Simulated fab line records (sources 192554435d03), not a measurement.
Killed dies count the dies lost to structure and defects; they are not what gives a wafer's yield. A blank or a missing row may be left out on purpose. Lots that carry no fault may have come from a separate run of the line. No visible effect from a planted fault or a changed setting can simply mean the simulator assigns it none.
fab line records	flow n5Finfet
record: lots: 14	wafers: 42	lastDay: 18
route steps=1938 shown BEOL_M12@1635 BEOL_M13@1659
lots that met no fault: taken from a fault-free run of the same line
startH: hours from the record's first day to the start of the lot's first wafer shown	waitH: hours elapsed since this lot's preceding step	" same as the row above	L1.1+2: one row covering several wafers at once	- no value, or no start given	* or withheld: withheld	< > ~ a bound
route shown NAME@n: names a module that has steps shown in the file, with the first one's number in the route	usual: mean/standard deviation taken from wafers without a fault	same: alike in all rows	chamber/n: place in a boat	sites: each site's reading	_std_site: the values' standard deviation	_edge_site: inner sites' mean taken away from outer sites' mean	radiusMm: for every site, how far away it sits from the centre of the wafer	mask NAME#n: copy n	behind: tool/chamber where the wafer was last shaped	hold: why the lot went on hold/how many hours it stayed there/how the hold came to an end	device: the transistor (n, p or np) that didn't switch	end of line: tests of these same wafers at the route's end	step lacking rows: just its recipe	killed: at the first sort, the dies lost to defects and structure; wafer yield is something else	map: dies across one wafer; x = killed, . = not, _ = none there
set.NAME: setting as actually run; set.NAME@STEP: the setting as run at that earlier step	model.NAME: the simulator's own value behind a step, which no gauge read
one table for each step of the route and one row for each wafer, over a sample of lots
services: a tool's chamber out of use, with start hour (startH, from the record's first day; less than 0 if before it), hours out, and reason
== steps ==
step: N5_BEOL_M12_DESCUM_33
recipe: chemistry: O2	timeS: 7.9	sourcePowerW: 50	biasPowerW: 20	pressureMtorr: 20	rfFrequencyHz: 2.712e+07	tempC: 40	o2FlowSccm: 225
usual: drypumpMotorCurrentA: 5.9/0.36	oesProductAu: 0.83/0.069	rfVppV: 243.3/1.2	showerheadPlenumPTorr: 2.11/0.057	throttleValvePct: 20.45/0.23
same: timeS: 7.9
lot.wafer	tool	chamber	startH	waitH	drypumpMotorCurrentA	oesProductAu	rfHoursCounterH	rfVppV	showerheadPlenumPTorr	throttleValvePct
L576.2	rieDiel-02	2	233.52	0.0	6.2	0.86	63	245.0	2.12	20.13
L576.3	"	0	"	"	6.0	0.83	78	242.4	2.12	20.23
L576.5	"	3	"	"	5.5	0.84	-	241.7	2.16	20.18
L577.2	rieDiel-02	1	247.63	0.2	5.5	0.71	231	244.2	2.16	20.83
L577.4	"	0	"	"	6.0	0.83	83	243.3	2.12	20.22
L577.6	"	0	"	"	6.0	0.82	-	243.2	2.12	20.24
L580.1	rieDiel-02	2	252.33	0.3	6.2	0.85	70	242.6	2.12	20.13
L580.2	"	1	"	"	5.5	0.70	234	244.3	2.15	20.84
L580.5	"	2	"	"	6.2	0.85	-	243.0	2.12	20.15
L579.1	rieDiel-06	2	252.44	0.2	5.7	0.84	68	241.4	2.03	20.29
L579.2	"	3	"	"	5.4	0.67	232	244.1	2.06	20.76
L579.3	"	1	"	"	6.5	0.89	42	243.5	2.15	20.71
L578.3	rieDiel-01	2	254.29	0.0	5.9	0.68	253	243.0	2.16	20.68
L578.4	"	0	"	"	6.0	0.82	76	245.5	2.21	20.41
L578.6	"	3	"	"	5.3	0.85	-	244.4	2.23	20.69
L581.1	rieDiel-02	0	276.50	0.0	6.0	0.82	92	244.6	2.11	20.22
L581.3	"	2	"	"	6.2	0.84	78	244.6	2.12	20.14
L581.5	"	1	"	"	5.5	0.70	-	244.6	2.15	20.85
L582.4	rieDiel-06	3	276.97	0.0	5.4	0.66	241	240.9	2.05	20.76
L582.5	"	3	"	"	5.4	0.66	-	242.5	2.05	20.77
L582.6	"	0	"	"	6.2	0.84	-	242.8	2.04	20.65
L585.1	rieDiel-02	2	303.36	0.1	6.2	0.84	87	244.0	2.12	20.16
L585.4	"	3	"	"	5.5	0.82	-	243.0	2.15	20.21
L585.5	"	0	"	"	6.0	0.80	-	243.3	2.11	20.27
L588.2	rieDiel-01	0	327.32	0.0	6.0	0.80	105	244.3	2.20	20.45
L588.3	"	1	"	"	6.1	0.85	52	241.6	2.05	20.40
L588.6	"	0	"	"	6.0	0.80	-	244.8	2.20	20.45
L591.1	rieDiel-02	3	329.71	0.0	5.5	0.80	73	242.7	2.14	20.23
L591.2	"	2	"	"	6.2	0.81	98	243.2	2.11	20.17
L591.6	"	2	"	"	6.2	0.81	-	242.1	2.11	20.17
L596.2	rieDiel-06	1	367.38	0.4	6.5	0.83	84	243.0	2.13	20.80
L596.3	"	0	"	"	6.2	0.80	93	242.3	2.03	20.71
L596.4	"	2	"	"	5.7	0.80	111	241.9	2.01	20.37
L597.3	rieDiel-06	0	368.06	0.0	6.2	0.80	93	241.2	2.03	20.70
L597.5	"	3	"	"	5.4	0.95	-	240.8	2.04	20.38
L597.6	"	2	"	"	5.7	0.79	-	240.8	2.01	20.37
L599.2	rieDiel-01	2	368.45	0.0	5.9	0.91	33	245.1	2.14	20.40
L599.4	"	0	"	"	6.0	0.78	120	243.8	2.20	20.47
L599.5	"	2	"	"	5.9	0.91	-	245.7	2.14	20.40
L598.3	rieDiel-06	1	378.21	0.0	6.5	0.82	88	243.3	2.13	20.80
L598.4	"	0	"	"	6.2	0.80	96	242.7	2.03	20.71
L598.5	"	0	"	"	6.2	0.80	-	242.0	2.03	20.69
step: N5_BEOL_M12_OCD_MEAS_35
usual: trenchDepthNm: 319/4.5
lot.wafer	tool	chamber	startH	waitH	trenchDepthNm
L576.2	ocd-02	-	234.04	0.0	315
L576.3	"	-	"	"	314
L576.5	"	-	"	"	313
L577.2	ocd-01	-	248.15	0.0	319
L577.4	"	-	"	"	320
L577.6	"	-	"	"	318
L580.1	ocd-02	-	252.85	0.0	323
L580.2	"	-	"	"	319
L580.5	"	-	"	"	322
L579.1	ocd-02	-	252.96	0.0	321
L579.2	"	-	"	"	307
L579.3	"	-	"	"	320
L578.3	ocd-02	-	254.81	0.0	325
L578.4	"	-	"	"	319
L578.6	"	-	"	"	324
L581.1	ocd-01	-	277.01	0.0	314
L581.3	"	-	"	"	321
L581.5	"	-	"	"	313
L582.4	ocd-02	-	277.50	0.0	309
L582.5	"	-	"	"	309
L582.6	"	-	"	"	321
L585.1	ocd-01	-	303.88	0.0	323
L585.4	"	-	"	"	315
L585.5	"	-	"	"	319
L588.2	ocd-01	-	327.84	0.0	324
L588.3	"	-	"	"	315
L588.6	"	-	"	"	324
L591.1	ocd-01	-	330.23	0.0	313
L591.2	"	-	"	"	321
L591.6	"	-	"	"	320
L596.2	ocd-01	-	367.90	0.0	316
L596.3	"	-	"	"	319
L596.4	"	-	"	"	318
L597.3	ocd-01	-	368.58	0.0	322
L597.5	"	-	"	"	325
L597.6	"	-	"	"	319
L599.2	ocd-02	-	368.97	0.0	323
L599.4	"	-	"	"	323
L599.5	"	-	"	"	324
L598.3	ocd-02	-	378.73	0.0	319
L598.4	"	-	"	"	321
L598.5	"	-	"	"	321
step: N5_BEOL_M13_ILD_DEP_00
recipe: material: SiOC	targetThkA: 8379.2	tempC: 350	precursor: DEMS/O2	pressureTorr: 5	rfW: 500	timeS: 166.4
usual: chamberPressureTorr: 4.999/0.011	heaterPowerOuterW: 267/64	heaterPowerW: 495/110	showerheadPlenumPTorr: 5.690/0.01	throttleValvePct: 11.8/0.52	timeS: 166.4/0
lot.wafer	tool	chamber	startH	waitH	chamberPressureTorr	heaterPowerOuterW	heaterPowerW	showerheadPlenumPTorr	throttleValvePct	timeS
L576.2	pecvd-02	0	239.45	0.0	5.009	226	423	5.688	11.5	166.4
L576.3	"	2	"	"	5.002	201	416	5.691	11.0	166.4
L576.5	"	0	"	"	5.009	253	462	5.689	11.9	166.4
L577.2	pecvd-01	1	250.41	0.0	4.999	382	676	5.699	12.3	166.4
L577.4	"	0	"	"	5.008	348	600	5.704	12.2	166.4
L577.6	"	1	"	"	4.999	296	544	5.689	12.2	166.4
L580.1	pecvd-04	0	257.71	0.0	5.005	274	490	5.694	12.0	166.4
L580.2	"	1	"	"	4.999	198	386	5.702	11.9	166.4
L580.5	"	2	"	"	4.985	304	552	5.674	11.2	166.4
L579.1	pecvd-04	2	258.86	0.0	5.020	290	530	5.683	10.9	166.4
L579.2	"	1	"	"	5.010	144	313	5.697	11.6	166.4
L579.3	"	0	"	"	5.018	269	502	5.683	12.0	166.4
L578.3	pecvd-02	0	259.56	0.0	4.998	205	406	5.680	12.1	166.4
L578.4	"	1	"	"	4.997	258	412	5.705	12.5	166.4
L578.6	"	0	"	"	5.021	237	440	5.685	11.8	166.4
L582.4	pecvd-02	1	284.28	0.1	4.988	200	333	5.688	12.3	166.4
L582.5	"	0	"	"	5.010	242	439	5.687	11.7	166.4
L582.6	"	2	"	"	4.991	176	379	5.687	11.1	166.4
L581.1	pecvd-04	1	285.21	0.0	5.012	176	338	5.686	11.8	166.4
L581.3	"	2	"	"	4.992	277	493	5.689	11.3	166.4
L581.5	"	2	"	"	5.004	289	526	5.702	11.3	166.4
L585.1	pecvd-01	0	305.64	0.0	5.005	345	606	5.713	12.3	166.4
L585.4	"	1	"	"	5.001	368	673	5.673	12.2	166.4
L585.5	"	0	"	"	4.983	362	637	5.703	12.4	166.4
L588.2	pecvd-04	0	331.26	0.0	-	-	-	-	-	-
L588.3	"	2	"	"	-	-	-	-	-	-
L588.6	"	1	"	"	-	-	-	-	-	-
L591.1	pecvd-02	1	334.34	0.0	-	-	-	-	-	-
L591.2	"	0	"	"	-	-	-	-	-	-
L591.6	"	0	"	"	-	-	-	-	-	-
L597.3	pecvd-02	0	372.33	0.0	5.005	232	438	5.686	11.7	166.4
L597.5	"	1	"	"	5.010	258	422	5.685	12.5	166.4
L597.6	"	2	"	"	4.988	230	464	5.697	11.1	166.4
L596.2	pecvd-04	0	372.44	0.0	5.018	256	457	5.691	12.3	166.4
L596.3	"	1	"	"	5.000	199	384	5.673	11.9	166.4
L596.4	"	2	"	"	5.015	293	535	5.681	11.4	166.4
L599.2	pecvd-01	2	375.75	0.0	5.008	372	672	5.694	11.2	166.4
L599.4	"	0	"	"	5.019	319	581	5.712	12.5	166.4
L599.5	"	0	"	"	5.031	338	613	5.696	12.2	166.4
L598.3	pecvd-04	0	381.98	0.0	5.007	248	460	5.692	11.9	166.4
L598.4	"	2	"	"	5.001	299	554	5.704	11.5	166.4
L598.5	"	1	"	"	4.998	193	364	5.696	12.0	166.4
step: N5_BEOL_M13_THK_MEAS_01
recipe: reads: SiOC_of_BEOL_M13_ILD_DEP_00
usual: M13_ILD_THK: 839/11
lot.wafer	tool	chamber	startH	waitH	M13_ILD_THK[nm]
L576.2	filmMetro-02	-	239.61	0.1	838
L576.3	"	-	"	"	824
L576.5	"	-	"	"	846
L577.2	filmMetro-01	-	250.56	0.1	832
L577.4	"	-	"	"	845
L577.6	"	-	"	"	857
L580.1	filmMetro-01	-	257.86	0.1	844
L580.2	"	-	"	"	835
L580.5	"	-	"	"	849
L579.1	filmMetro-01	-	259.01	0.1	825
L579.2	"	-	"	"	831
L579.3	"	-	"	"	828
L578.3	filmMetro-02	-	259.71	0.1	838
L578.4	"	-	"	"	835
L578.6	"	-	"	"	843
L582.4	filmMetro-01	-	284.38	0.0	836
L582.5	"	-	"	"	853
L582.6	"	-	"	"	846
L581.1	filmMetro-02	-	285.36	0.1	819
L581.3	"	-	"	"	828
L581.5	"	-	"	"	840
L585.1	filmMetro-01	-	305.79	0.1	832
L585.4	"	-	"	"	851
L585.5	"	-	"	"	855
L588.2	filmMetro-02	-	331.42	0.1	0
L588.3	"	-	"	"	0
L588.6	"	-	"	"	0
L591.1	filmMetro-02	-	334.50	0.1	0
L591.2	"	-	"	"	0
L591.6	"	-	"	"	0
L597.3	filmMetro-02	-	372.48	0.1	827
L597.5	"	-	"	"	839
L597.6	"	-	"	"	835
L596.2	filmMetro-01	-	372.59	0.1	827
L596.3	"	-	"	"	822
L596.4	"	-	"	"	831
L599.2	filmMetro-02	-	375.96	0.2	818
L599.4	"	-	"	"	843
L599.5	"	-	"	"	854
L598.3	filmMetro-01	-	382.13	0.1	833
L598.4	"	-	"	"	840
L598.5	"	-	"	"	839
step: N5_BEOL_M13_CD_MEAS_10
recipe: targetCdNm: 190	landingEnergyEv: 500	detector: seInlens	polarity: opening
usual: cdNm: 189.5/1.6
lot.wafer	tool	chamber	startH	waitH	cdNm
L576.2	cdSem-02	0	240.04	-	191.2
L576.3	"	0	"	"	190.6
L576.5	"	0	"	"	190.8
L577.2	cdSem-01	0	250.99	-	187.6
L577.4	"	0	"	"	188.5
L577.6	"	0	"	"	187.4
L580.1	cdSem-02	0	258.16	-	186.7
L580.2	"	0	"	"	188.6
L580.5	"	0	"	"	187.3
L579.1	cdSem-03	0	259.44	-	189.2
L579.2	"	0	"	"	187.5
L579.3	"	0	"	"	189.7
L578.3	cdSem-03	0	260.14	-	186.4
L578.4	"	0	"	"	185.8
L578.6	"	0	"	"	185.8
L582.4	cdSem-02	0	284.81	-	190.8
L582.5	"	0	"	"	191.3
L582.6	"	0	"	"	191.0
L581.1	cdSem-03	0	285.66	-	190.1
L581.3	"	0	"	"	190.5
L581.5	"	0	"	"	189.7
L585.1	cdSem-01	0	306.09	-	187.5
L585.4	"	0	"	"	186.5
L585.5	"	0	"	"	188.2
L588.2	cdSem-01	0	331.72	-	188.6
L588.3	"	0	"	"	189.2
L588.6	"	0	"	"	189.6
L591.1	cdSem-02	0	334.80	-	189.4
L591.2	"	0	"	"	191.1
L591.6	"	0	"	"	190.2
L597.3	cdSem-03	0	372.78	-	189.9
L597.5	"	0	"	"	188.7
L597.6	"	0	"	"	190.6
L596.2	cdSem-02	0	372.89	-	191.4
L596.3	"	0	"	"	190.9
L596.4	"	0	"	"	189.8
L599.2	cdSem-03	0	376.26	-	188.2
L599.4	"	0	"	"	188.8
L599.5	"	0	"	"	189.8
L598.3	cdSem-02	0	382.56	-	190.9
L598.4	"	0	"	"	190.6
L598.5	"	0	"	"	190.5
step: N5_BEOL_M13_VIA_ETCH_16
recipe: chemistry: C4F8/O2/Ar	target: SiOC	pressureMtorr: 30	sourceW: 3000	biasW: 700	Ar_flow_sccm: 400	C4F8_flow_sccm: 15	O2_flow_sccm: 8	heInnerTorr: 15	heOuterTorr: 30	targetDepthA: 9217	timeS: withheld	ionEnergyEv: 250	ends: cleared
usual: C4F8_flow_sccm: 14.99/0.046	drypumpMotorCurrentA: 5.6/0.44	oesProductAu: 0.72/0.062	rfVppV: 665/3.4	showerheadPlenumPTorr: 3.40/0.12	throttleValvePct: 24.13/0.25
lot.wafer	tool	chamber	startH	waitH	C4F8_flow_sccm	drypumpMotorCurrentA	oesProductAu	rfVppV	showerheadPlenumPTorr	throttleValvePct
L576.2	rieDiel-03	1	240.21	0.0	15.08	4.9	0.84	666	3.49	24.11
L576.3	"	0	"	"	15.05	5.8	0.64	669	3.52	24.61
L576.5	"	3	"	"	14.99	5.9	0.79	669	3.49	24.21
L577.2	rieDiel-05	0	251.21	0.0	15.02	6.1	0.80	665	3.35	23.84
L577.4	"	0	"	"	15.05	6.1	0.80	663	3.35	23.84
L577.6	"	3	"	"	14.96	5.4	0.73	667	3.44	24.32
L580.1	rieDiel-04	3	258.69	0.0	15.07	5.4	0.75	672	3.63	23.78
L580.2	"	0	"	"	14.98	6.3	0.74	664	3.31	24.36
L580.5	"	0	"	"	15.01	6.3	0.74	662	3.31	24.36
L579.1	rieDiel-05	2	259.62	0.0	15.00	5.8	0.65	665	3.41	24.37
L579.2	"	3	"	"	15.01	5.4	0.73	667	3.44	24.34
L579.3	"	1	"	"	14.97	5.5	0.65	661	3.23	23.76
L578.3	rieDiel-03	0	260.31	0.0	14.96	5.8	0.63	667	3.52	24.61
L578.4	"	1	"	"	15.01	4.9	0.81	668	3.48	24.13
L578.6	"	2	"	"	15.01	6.0	0.63	660	3.25	24.24
L582.4	rieDiel-05	0	284.98	0.0	15.01	6.1	0.80	663	3.35	23.84
L582.5	"	0	"	"	15.11	6.1	0.79	662	3.35	23.85
L582.6	"	3	"	"	15.04	5.4	0.72	665	3.43	24.35
L581.1	rieDiel-05	2	285.84	0.0	14.88	5.8	0.66	664	3.41	24.38
L581.3	"	0	"	"	14.95	6.1	0.80	663	3.35	23.84
L581.5	"	3	"	"	14.99	5.5	0.72	666	3.43	24.37
L585.1	rieDiel-04	3	306.26	0.0	15.01	5.4	0.72	671	3.62	23.81
L585.4	"	1	"	"	15.08	5.0	0.80	664	3.35	23.97
L585.5	"	3	"	"	15.00	5.4	0.73	670	3.62	23.82
L588.2	rieDiel-05	2	332.04	0.0	15.05	5.8	0.27	663	3.40	24.29
L588.3	"	1	"	"	14.98	5.5	0.26	660	3.22	23.66
L588.6	"	3	"	"	14.96	5.4	0.29	666	3.43	24.24
L591.1	rieDiel-04	3	334.97	0.0	14.96	5.4	0.30	673	3.61	23.68
L591.2	"	0	"	"	14.98	6.3	0.29	663	3.30	24.27
L591.6	"	1	"	"	15.05	5.0	0.33	663	3.34	23.85
L597.3	rieDiel-03	2	372.95	0.0	14.99	6.0	0.83	671	3.63	23.94
L597.5	"	2	"	"	14.94	6.0	0.83	672	3.63	23.96
L597.6	"	3	"	"	15.06	6.0	0.74	666	3.47	24.25
L596.2	rieDiel-04	2	373.08	0.0	14.95	5.0	0.63	662	3.25	24.22
L596.3	"	3	"	"	14.96	5.4	0.71	670	3.61	23.84
L596.4	"	1	"	"	15.11	5.1	0.78	662	3.33	24.00
L599.2	rieDiel-04	3	376.45	0.0	14.95	5.4	0.71	671	3.61	23.82
L599.4	"	2	"	"	15.00	5.0	0.63	662	3.25	24.21
L599.5	"	3	"	"	14.98	5.4	0.70	671	3.61	23.84
L598.3	rieDiel-04	3	382.74	0.0	14.96	5.4	0.71	670	3.60	23.83
L598.4	"	0	"	"	14.95	6.3	0.69	662	3.29	24.39
L598.5	"	3	"	"	14.93	5.4	0.70	670	3.61	23.84
step: N5_BEOL_M13_CD_MEAS_17
recipe: targetCdNm: 190	polarity: opening
usual: cdNm: 190.0/2
lot.wafer	tool	chamber	startH	waitH	cdNm
L576.2	cdSem-02	-	240.69	0.0	189.8
L576.3	"	-	"	"	191.0
L576.5	"	-	"	"	189.8
L577.2	cdSem-01	-	251.65	0.0	188.4
L577.4	"	-	"	"	188.7
L577.6	"	-	"	"	188.0
L580.1	cdSem-01	-	259.14	0.0	188.8
L580.2	"	-	"	"	191.9
L580.5	"	-	"	"	190.0
L579.1	cdSem-01	-	260.06	0.0	190.6
L579.2	"	-	"	"	189.0
L579.3	"	-	"	"	191.0
L578.3	cdSem-02	-	260.76	0.0	187.1
L578.4	"	-	"	"	185.0
L578.6	"	-	"	"	186.1
L582.4	cdSem-03	-	285.42	0.0	189.3
L582.5	"	-	"	"	190.6
L582.6	"	-	"	"	192.9
L581.1	cdSem-01	-	286.28	0.0	188.8
L581.3	"	-	"	"	189.1
L581.5	"	-	"	"	191.0
L585.1	cdSem-02	-	306.71	0.0	188.7
L585.4	"	-	"	"	186.3
L585.5	"	-	"	"	189.3
L588.2	cdSem-02	-	332.49	0.0	-
L588.3	"	-	"	"	-
L588.6	"	-	"	"	-
L591.1	cdSem-02	-	335.42	0.0	-
L591.2	"	-	"	"	-
L591.6	"	-	"	"	-
L597.3	cdSem-02	-	373.41	0.0	192.6
L597.5	"	-	"	"	190.3
L597.6	"	-	"	"	191.1
L596.2	cdSem-03	-	373.52	0.0	194.0
L596.3	"	-	"	"	191.5
L596.4	"	-	"	"	189.5
L599.2	cdSem-02	-	376.90	0.0	189.6
L599.4	"	-	"	"	191.6
L599.5	"	-	"	"	191.2
L598.3	cdSem-02	-	383.19	0.0	191.0
L598.4	"	-	"	"	191.2
L598.5	"	-	"	"	190.5
== services ==
tool	chamber	startH	hours	kind
rieDiel-01	2	218.92	9.9	repair
rieDiel-02	0	219.88	3.8	repair
rieDiel-04	1	231.91	-	clean
rieDiel-04	1	231.91	-	consumableReplace:focusRing
rieDiel-04	1	231.91	14.9	scheduledDown
rieDiel-04	1	231.91	14.9	ventCycle
rieDiel-05	-	243.98	0.4	repair
rieDiel-05	1	248.26	8.4	repair
rieDiel-01	2	254.45	7.3	repair
rieDiel-05	-	265.91	4.3	pm
pecvd-01	-	266.59	2.8	pm
rieDiel-05	-	283.06	1.3	repair
pecvd-04	0	287.85	5.5	scheduledDown
rieDiel-02	1	302.20	-	clean
rieDiel-02	1	302.20	-	consumableReplace:focusRing
rieDiel-04	2	310.40	11.5	repair
rieDiel-01	2	315.73	7.1	repair
pecvd-04	-	348.20	2.8	pm
rieDiel-02	3	350.59	13.3	repair
rieDiel-05	0	359.28	1.5	repair
pecvd-01	1	365.10	21.0	repair
rieDiel-02	1	372.17	3.1	repair
rieDiel-05	3	373.86	6.3	repair
rieDiel-04	2	377.70	15.9	repair
== key ==
firstSign: step: N5_BEOL_M13_ILD_DEP_00	reading: toolRecord	direction: missing
effect: step: N5_BEOL_M13_THK_MEAS_01	reading: M13_ILD_THK	direction: down	sigmas: 77	usual: 839	struck: 0
effect: step: N5_BEOL_M13_VIA_ETCH_16	reading: oesProductAu	direction: down	sigmas: 7	usual: 0.72	struck: 0.29
effect: step: N5_BEOL_M13_CD_MEAS_17	reading: cdNm	direction: missing
metAt N5_BEOL_M13_ILD_DEP_00
struckLots L588,L591
laterRowsLeftOut L588.2,L588.3,L588.6,L591.1,L591.2,L591.6
sortLeftOut L588.2,L588.3,L588.6,L591.1,L591.2,L591.6
notActingAt N5_BEOL_M12_DESCUM_33,N5_BEOL_M12_OCD_MEAS_35,N5_BEOL_M13_CD_MEAS_10
onsetBetween 285.21 331.26
fault: kind: skippedStepWhole	tool: pecvd-02,pecvd-04	chamber: -	onsetH: 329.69	steps: N5_BEOL_M13_ILD_DEP_00	scope: struckLotsOnly
sortLeftOut: the simulated sort isn't trusted on such a fault, so these wafers' sort isn't shown, and their yield isn't known
laterRowsLeftOut: the simulator's readings of these wafers behind a module that went badly wrong aren't trusted and aren't shown, but for the sort
